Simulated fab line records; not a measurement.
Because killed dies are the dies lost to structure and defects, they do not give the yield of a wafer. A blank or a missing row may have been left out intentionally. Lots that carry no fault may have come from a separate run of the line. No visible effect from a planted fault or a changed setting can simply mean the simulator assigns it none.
fab line records | flow nand-harc
record: lots: 7 wafers: 19 last-day: 34
route steps=1302 shown A_SLIT@940 A_SIN_REMOVE@947 A_WL_FILL@952 END@1302
lots that met no fault: taken from a fault-free run of the same line
start-h: hours from the record's first day to the start of the lot's first wafer shown | wait-h: hours elapsed since this lot's preceding step | " repeats the value in the row above | L1.1+2: a single row standing in for several wafers | - either no value or no given start | * or withheld: withheld | < > ~ a bound
route shown NAME@n: NAME is a module with steps in the file, n the number in the route of the first one | usual: average and standard deviation across the fault-free wafers | same: alike in all rows | chamber/n: place in a boat | sites: the reading at each site | _std_site: standard deviation across them | _edge_site: the outer-site mean with the inner-site mean subtracted | radius-mm: how far each site lies from the wafer's centre | mask NAME#n: copy n | behind: the last tool/chamber to shape the wafer | hold: the reason the lot was held/the length of the hold in hours/how it ended | device: names the non-switching transistor (n, p or np) | end of line: the same wafers' tests at the end of the route | for a step that has no rows: nothing shown but its recipe | killed: dies lost to structure and defects at the first sort, not the wafer's yield | map: the dies of a wafer, with x for killed, . for not killed, _ for no die there
set.NAME: setting as actually run; set.NAME@STEP: the setting as run at that earlier step | model.NAME: the simulator's own value behind a step, which no gauge read
a table for each step, a row for each wafer; lots at some steps of the route
services: a tool's chamber out of use, with start hour (start-h, from the record's first day; less than 0 if before it), hours out, and reason
== steps ==
step: NHARC_A_SLIT_ETCH_26
recipe: bias-v: 400 source-w: 2000 pressure-mtorr: 25 time-s: 90 ar-flow-sccm: 375 c4f8-flow-sccm: 41.7 o2-flow-sccm: 83.3 target-depth-a: 4000 chemistry: C4F8/O2/Ar
usual: drypump-motor-current-A: 6.1/0.39 oes-air-line-au: 0.999/0.019 showerhead-plenum-p-Torr: 3.65/0.15 throttle-valve-pct: 27.619/0.0081
columns lot.wafer tool chamber start-h wait-h drypump-motor-current-A oes-air-line-au rf-hours-counter-h showerhead-plenum-p-Torr throttle-valve-pct
L115.3 har-etch-02 1 463.83 1.3 6.0 1.009 - 3.66 27.617
L115.5 " 0 " " 6.8 0.993 - 3.95 27.618
L115.6 " 1 " " 6.0 1.003 - 3.66 27.616
L117.2 har-etch-01 0 483.42 2.4 6.1 0.970 271 3.50 27.624
L117.4 " 0 " " 6.1 0.981 - 3.50 27.610
L117.6 " 0 " " 6.1 1.026 - 3.50 27.621
L119.3 har-etch-02 0 499.74 1.3 6.8 0.992 - 3.94 27.619
L119.6 " 0 " " 6.8 0.997 - 3.94 27.609
L120.2 har-etch-01 0 521.23 3.0 6.1 0.990 290 3.49 27.631
L120.6 " 1 " " 5.7 1.000 - 3.66 27.619
L130.1 har-etch-01 1 631.90 2.4 5.7 0.990 355 3.62 27.616
L130.5 " 0 " " 6.1 1.002 - 3.46 27.630
L130.6 " 1 " " 5.7 0.990 - 3.62 27.612
L133.2 har-etch-01 0 673.80 3.1 6.1 0.995 377 3.45 27.612
L133.3 " 1 " " 5.7 0.979 - 3.61 27.617
L133.5 " 0 " " 6.1 1.002 - 3.45 27.617
L136.1 har-etch-02 1 694.42 3.0 5.9 0.997 180 3.59 27.615
L136.3 " 1 " " 5.9 0.977 - 3.59 27.630
L136.4 " 0 " " 6.8 1.003 - 3.88 27.620
step: NHARC_A_SLIT_STRIP_28
recipe: o2-flow-sccm: 400 cos-flow-sccm: 20 ar-flow-sccm: 0 bias-w: 0 chemistry: O2/COS
step: NHARC_A_SLIT_ETCH_29
recipe: target-depth-a: 1000 overetch-a: 100 time-s: 55 ion-energy-ev: 100 cf4-flow-sccm: 80 o2-flow-sccm: 20 ar-flow-sccm: 0 rf-w: 300 bias-w: 100 chemistry: CF4/O2
usual: drypump-motor-current-A: 5.5/0.34 oes-product-au: 0.998/0.0067 rf-vpp-V: 197.7/1.2 showerhead-plenum-p-Torr: 1.33/0.051 throttle-valve-pct: 13.398/0.0088
columns lot.wafer tool chamber start-h wait-h drypump-motor-current-A oes-product-au rf-hours-counter-h rf-vpp-V showerhead-plenum-p-Torr throttle-valve-pct
L115.3 rie-diel-11 0 464.67 0.1 5.9 0.988 2 197.1 1.34 13.408
L115.6 " 0 " " 5.9 0.997 - 196.6 1.34 13.403
L115.5 " 1 " " 6.0 1.001 - 198.7 1.33 13.420
L117.4 rie-diel-03 0 484.28 0.1 5.3 0.991 0 196.6 1.30 13.406
L117.2 " 1 " " 6.0 1.003 0 196.4 1.28 13.388
L117.6 " 3 " " 5.1 1.001 - 198.9 1.35 13.403
L119.3 rie-diel-03 0 500.53 0.1 5.3 0.995 2 197.6 1.30 13.388
L119.6 " 0 " " 5.3 0.993 - 197.3 1.30 13.394
L120.2 rie-diel-01 0 522.13 0.1 4.9 0.996 7 198.5 1.42 13.382
L120.6 " 3 " " 5.8 0.990 - 198.5 1.41 13.403
L130.1 rie-diel-11 0 632.76 0.1 5.9 1.000 0 196.3 1.34 13.407
L130.5 " 0 " " 5.9 0.995 - 199.3 1.34 13.404
L130.6 " 1 " " 6.0 0.993 - 197.8 1.32 13.393
L133.2 rie-diel-11 0 674.69 0.1 5.9 0.996 4 199.1 1.34 13.396
L133.3 " 1 " " 5.9 1.003 4 196.3 1.32 13.407
L133.5 " 0 " " 5.9 0.994 - 197.5 1.34 13.411
L136.3 rie-diel-03 1 695.30 0.1 6.0 0.996 3 196.3 1.28 13.408
L136.1 " 2 " " 5.3 0.987 2 196.2 1.25 13.392
L136.4 " 3 " " 5.1 1.002 2 197.9 1.34 13.384
step: NHARC_A_SLIT_STRIP_18
recipe: o2-flow-sccm: 500 ar-flow-sccm: 0 bias-w: 0 chemistry: O2
usual: drypump-motor-current-A: 5.6/0.33 oes-product-au: 0.999/0.0073 rf-vpp-V: 57.7/0.83 showerhead-plenum-p-Torr: 3.51/0.13 throttle-valve-pct: 17.037/0.0085
columns lot.wafer tool chamber start-h wait-h drypump-motor-current-A oes-product-au rf-hours-counter-h rf-vpp-V showerhead-plenum-p-Torr throttle-valve-pct
L115.3 rie-diel-11 1 - - 6.0 0.998 2 58.7 3.51 17.035
L115.5 " 1 " " 5.9 1.000 - 58.7 3.51 17.044
L115.6 " 2 " " 5.9 0.999 - 57.1 3.39 17.033
L117.2 rie-diel-03 2 - - 5.3 1.003 0 56.9 3.31 17.050
L117.4 " 0 " " 5.3 1.002 0 57.6 3.45 17.049
L117.6 " 3 " " 5.1 1.011 - 58.2 3.55 17.036
L119.3 rie-diel-03 2 - - 5.3 0.997 1 57.7 3.31 17.035
L119.6 " 1 " " 6.0 0.996 - 56.9 3.39 17.040
L120.2 rie-diel-01 3 - - 5.8 0.988 7 57.9 3.71 17.030
L120.6 " 0 " " 4.9 0.993 - 58.9 3.73 17.039
L130.1 rie-diel-11 1 - - 5.9 0.993 0 56.9 3.50 17.019
L130.6 " 2 " " 5.9 0.997 - 57.0 3.38 17.034
L130.5 " 3 " " 5.4 0.992 - 57.5 3.40 17.056
L133.3 rie-diel-11 2 - - 5.9 0.995 4 56.5 3.38 17.034
L133.2 " 0 " " 5.9 1.004 4 56.7 3.54 17.037
L133.5 " 2 " " 5.9 0.994 - 57.5 3.38 17.046
L136.3 rie-diel-03 2 - - 5.3 0.987 2 57.6 3.31 17.023
L136.1 " 3 " " 5.1 1.007 2 58.2 3.55 17.052
L136.4 " 1 " " 6.0 0.993 3 56.6 3.39 17.032
step: NHARC_A_SLIT_PRECLEAN_19
recipe: time-s: * temp-c: 50 bath-age-min: 0 chemistry: SC1
step: NHARC_A_SLIT_SRD_20
step: NHARC_A_SLIT_CD_MEAS_21
usual: cd-nm: 289.3/0.77
columns lot.wafer tool chamber start-h wait-h cd-nm
L115.3 cd-sem-02 - 465.21 - 288.4
L115.5 " - " " 288.4
L115.6 " - " " 288.6
L117.2 cd-sem-02 - 484.81 - 290.2
L117.4 " - " " 290.8
L117.6 " - " " 290.6
L119.3 cd-sem-03 - 501.08 - 289.0
L119.6 " - " " 288.4
L120.2 cd-sem-02 - 522.66 - 290.1
L120.6 " - " " 290.2
L130.1 cd-sem-01 - 633.29 - 289.7
L130.5 " - " " 289.4
L130.6 " - " " 289.5
L133.2 cd-sem-01 - 675.23 - 288.9
L133.3 " - " " 288.2
L133.5 " - " " 287.3
L136.1 cd-sem-03 - 695.84 - 289.6
L136.3 " - " " 289.8
L136.4 " - " " 289.8
step: NHARC_A_SIN_REMOVE_WET_00
recipe: temp-c: 160 time-s: 15300 chemistry: H3PO4
step: NHARC_A_SIN_REMOVE_PRECLEAN_01
recipe: time-s: * temp-c: 50 bath-age-min: 0 chemistry: SC1
step: NHARC_A_SIN_REMOVE_SRD_02
step: NHARC_A_SIN_REMOVE_INSPECT_04
usual: raw-defect-count: 386/71
columns lot.wafer tool chamber start-h wait-h raw-defect-count
L115.3 defect-inspect-02 - 471.61 0.0 427
L115.5 " - " " 476
L115.6 " - " " 443
L117.2 defect-inspect-02 - 491.42 0.0 416
L117.4 " - " " 535
L117.6 " - " " 388
L119.3 defect-inspect-02 - 507.50 0.0 294
L119.6 " - " " 427
L120.2 defect-inspect-02 - 529.27 0.0 383
L120.6 " - " " 412
L130.1 defect-inspect-02 - 639.94 0.0 391
L130.5 " - " " 370
L130.6 " - " " 320
L133.2 defect-inspect-02 - 681.55 0.0 295
L133.3 " - " " 382
L133.5 " - " " 407
L136.1 defect-inspect-01 - 702.52 0.0 368
L136.3 " - " " 415
L136.4 " - " " 400
step: NHARC_A_WL_FILL_ALD_00
recipe: target-thk-a: 30 pulse-time-s: 3 ald-cycles: 30 temp-c: 300 material: Al2O3
usual: ald-cycles: 30/0 heater-power-w: 479/41 precursor-pulse-height-rel: 0.997/0.021
columns lot.wafer tool chamber start-h wait-h ald-cycles heater-power-w precursor-pulse-height-rel
L115.3 ald-hk-03 1 471.70 0.1 30 441 0.986
L115.5 " 0 " " 30 476 0.992
L115.6 " 1 " " 30 439 0.982
L117.4 ald-hk-03 0 491.51 0.1 30 475 0.972
L117.2 " 2 " " 22 436 0.981
L117.6 " 3 " " 22 504 0.992
L119.3 ald-hk-03 1 507.64 0.1 30 440 0.949
L119.6 " 3 " " 22 502 1.011
L120.2 ald-hk-03 0 529.38 0.1 22 479 0.998
L120.6 " 0 " " 22 478 1.003
L130.1 ald-hk-03 3 640.00 0.1 30 496 0.993
L130.5 " 3 " " 30 482 1.024
L130.6 " 0 " " 30 437 1.014
L133.3 ald-hk-03 3 681.61 0.1 30 490 1.017
L133.2 " 2 " " 30 425 0.971
L133.5 " 3 " " 30 486 0.963
L136.3 ald-hk-04 0 702.62 0.1 30 495 0.978
L136.1 " 1 " " 30 554 1.004
L136.4 " 2 " " 30 480 0.995
step: NHARC_A_WL_FILL_RTA_01
recipe: temp-c: 1000 time-s: 5
usual: lamp-power-pct: 30.11/0.16 lamp_zone_7_pct: 30.58/0.16 wafer_temp_C_max: 1003.6/0.74
columns lot.wafer tool chamber start-h wait-h lamp-power-pct lamp_zone_7_pct wafer_temp_C_max
L115.3 rtp-anneal-01 0 472.00 - 29.92 30.42 1002.5
L115.5 " 0 " " 29.97 30.43 1003.5
L115.6 " 0 " " 29.98 30.41 1003.1
L117.2 rtp-anneal-02 0 491.77 - 30.22 30.73 1003.6
L117.4 " 0 " " 30.29 30.72 1003.6
L117.6 " 0 " " 30.27 30.70 1003.0
L119.3 rtp-anneal-01 0 507.88 - 29.95 30.43 1003.6
L119.6 " 0 " " 29.95 30.46 1003.8
L120.2 rtp-anneal-02 0 529.78 0.3 30.26 30.77 1003.8
L120.6 " 0 " " 30.29 30.77 1002.6
L130.1 rtp-anneal-01 0 640.26 - 29.94 30.43 1003.7
L130.5 " 0 " " 29.90 30.45 1004.5
L130.6 " 0 " " 29.98 30.44 1003.7
L133.2 rtp-anneal-02 0 681.90 - 30.26 30.77 1004.2
L133.3 " 0 " " 30.28 30.79 1004.2
L133.5 " 0 " " 30.28 30.74 1004.0
L136.1 rtp-anneal-02 0 702.86 - 30.21 30.71 1004.1
L136.3 " 0 " " 30.25 30.72 1003.2
L136.4 " 0 " " 30.25 30.75 1003.5
step: NHARC_END_SORT_01
recipe: temp-c: 25
usual: killed-at-array: 53/21 killed-at-other: 1.0/1.3 killed-at-periphery: 3.8/2.4 killed-dies: 58/21 killed-open: 3.4/1.9 killed-short: 2.4/1.5
same: gross-dies: 677
columns lot.wafer tool chamber start-h wait-h killed-at-array killed-at-other killed-at-periphery killed-dies killed-open killed-short
L119.3 prober-01 0 604.09 3.1 28 1 1 30 0 1
L119.6 prober-01 0 606.52 4.1 47 2 3 52 6 4
L120.2 prober-02 0 627.54 2.8 52 0 4 56 2 1
L120.6 prober-02 0 630.73 4.0 85 1 1 87 3 3
L130.1 prober-02 0 742.69 2.5 104 0 2 106 3 1
L130.5 prober-02 0 745.94 3.7 83 0 5 88 1 5
L130.6 prober-02 0 746.76 4.1 99 0 6 105 1 2
L133.2 prober-02 0 784.52 2.8 39 0 3 42 3 4
L133.3 prober-02 0 785.32 3.1 46 1 1 48 2 3
L133.5 prober-02 0 786.92 3.7 47 4 4 55 0 6
killed by level:class
L119.3 A_CHANNEL_HOLE_D1:chamber-film-flake=13 A_CHANNEL_HOLE_D2:chamber-film-flake=10 A_DECK1_JOINT:chamber-film-flake=2 A_WL_FILL:geometric-particle:short=1 P_GATE:chamber-film-flake=1 A_CHANNEL_FILL_D1:chamber-film-flake=1 A_STAIRCASE:chamber-film-flake=1 THIN_TSV:chamber-film-flake=1
L119.6 A_CHANNEL_HOLE_D1:chamber-film-flake=16 A_CHANNEL_HOLE_D2:chamber-film-flake=14 A_DECK1_JOINT:chamber-film-flake=4 A_WL_FILL:geometric-particle:short=2 A_CONTACT:chamber-film-flake=2 THIN_TSV:chamber-film-flake=2 P_CONTACT:geometric-particle:open=1 P_M0:geometric-particle:open=1
L120.2 A_SLIT:chamber-film-flake=18 A_CHANNEL_HOLE_D1:chamber-film-flake=16 A_CHANNEL_HOLE_D2:chamber-film-flake=8 P_ZERO_WELL:chamber-film-flake=2 A_CHANNEL_FILL_D2:chamber-film-flake=2 A_STAIRCASE:chamber-film-flake=2 A_CONTACT:chamber-film-flake=2 P_M0:geometric-particle:short=1
L120.6 A_CHANNEL_HOLE_D1:chamber-film-flake=38 A_SLIT:chamber-film-flake=24 A_CHANNEL_HOLE_D2:chamber-film-flake=13 A_ONON_D2:geometric-particle:short=2 A_CONTACT:chamber-film-flake=2 A_ONON_D1:geometric-particle:open=1 A_ONON_D2:geometric-particle:open=1 A_CHANNEL_FILL_D2:geometric-particle:open=1
L130.1 A_CHANNEL_HOLE_D1:chamber-film-flake=38 A_SLIT:chamber-film-flake=22 A_CHANNEL_HOLE_D2:chamber-film-flake=21 A_CONTACT:chamber-film-flake=11 A_STAIRCASE:chamber-film-flake=5 A_CHANNEL_FILL_D2:chamber-film-flake=4 P_GATE:geometric-particle:short=1 A_DECK1_JOINT:geometric-particle:open=1
L130.5 A_SLIT:chamber-film-flake=20 A_CHANNEL_HOLE_D2:chamber-film-flake=19 A_CHANNEL_HOLE_D1:chamber-film-flake=17 A_CONTACT:chamber-film-flake=14 A_STAIRCASE:chamber-film-flake=4 P_ZERO_WELL:chamber-film-flake=2 A_CHANNEL_FILL_D2:chamber-film-flake=2 A_ONON_D1:geometric-particle:short=1
L130.6 A_CHANNEL_HOLE_D1:chamber-film-flake=36 A_CHANNEL_HOLE_D2:chamber-film-flake=23 A_SLIT:chamber-film-flake=21 A_CONTACT:chamber-film-flake=11 P_STI:chamber-film-flake=3 A_CHANNEL_FILL_D2:chamber-film-flake=3 A_CHANNEL_FILL_D1:geometric-particle:short=1 A_WL_FILL:geometric-particle:short=1
L133.2 A_SLIT:chamber-film-flake=15 A_CHANNEL_HOLE_D1:chamber-film-flake=9 A_CONTACT:chamber-film-flake=5 A_STAIRCASE:chamber-film-flake=3 A_DECK1_JOINT:chamber-film-flake=2 P_M0:geometric-particle:open=1 P_M1:geometric-particle:open=1 A_ONON_D1:geometric-particle:open=1
L133.3 A_SLIT:chamber-film-flake=17 A_CHANNEL_HOLE_D1:chamber-film-flake=10 A_CONTACT:chamber-film-flake=10 A_CHANNEL_HOLE_D2:chamber-film-flake=3 A_ONON_D2:geometric-particle:short=2 A_ONON_D1:geometric-particle:open=1 A_CHANNEL_FILL_D1:geometric-particle:short=1 A_BLC:geometric-particle:open=1
L133.5 A_SLIT:chamber-film-flake=18 A_CONTACT:chamber-film-flake=11 A_CHANNEL_HOLE_D1:chamber-film-flake=8 THIN_TSV:chamber-film-flake=4 A_ONON_D1:geometric-particle:short=2 A_DECK1_JOINT:chamber-film-flake=2 A_M0:chamber-film-flake=2 P_CONTACT:geometric-particle:short=1
== services ==
columns tool chamber start-h hours kind
rie-diel-03 0 444.76 5.7 repair
rie-diel-01 2 452.21 6.0 repair
rie-diel-01 1 452.26 2.6 repair
rie-diel-03 - 458.30 9.0 pm
rie-diel-01 0 462.93 8.3 repair
ald-hk-03 - 464.29 0.4 repair
rie-diel-11 1 473.78 9.3 repair
rie-diel-01 0 481.67 4.6 repair
rie-diel-01 1 488.90 16.5 repair
rie-diel-03 2 539.89 20.4 repair
rie-diel-01 - 541.39 0.2 repair
rie-diel-11 0 556.09 1.3 repair
rie-diel-01 - 557.83 9.0 pm
ald-hk-03 - 568.85 10.0 pm
har-etch-02 - 574.08 4.1 repair
rie-diel-11 1 594.94 3.3 repair
rie-diel-03 1 600.10 3.8 repair
rie-diel-11 - 609.53 9.0 pm
rie-diel-01 2 611.13 4.0 repair
rie-diel-01 1 616.31 2.5 repair
rie-diel-01 1 629.42 5.3 repair
har-etch-02 - 629.90 1.7 repair
rie-diel-03 - 635.30 9.0 pm
rie-diel-01 0 635.73 9.3 repair
== key ==
first-sign: step: NHARC_A_WL_FILL_ALD_00 reading: ald-cycles direction: down sigmas: 99+ usual: 30 struck: 22
effect none on later readings
met-at NHARC_A_WL_FILL_ALD_00
struck-wafers L117.2,L117.6,L119.6,L120.2,L120.6
tester-left-out L117,L119,L120
onset-between 471.70 491.51
fault: kind: process-parameter-drift tool: ald-hk-03 chamber: - onset-h: 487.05 steps: NHARC_A_WL_FILL_ALD_00 channel: ald-cycles offset: -8 shape: step end-h: 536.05 scope: struck-wafers-only acts-in: these-recipes-only stated: 30
tester-left-out: of these lots the tester's yield and bins aren't shown, on N5 and GAA mostly nor the transistor test; their killed dies are dies lost to structure and defects alone, not to doping, threshold or leakage, so they don't give the yield
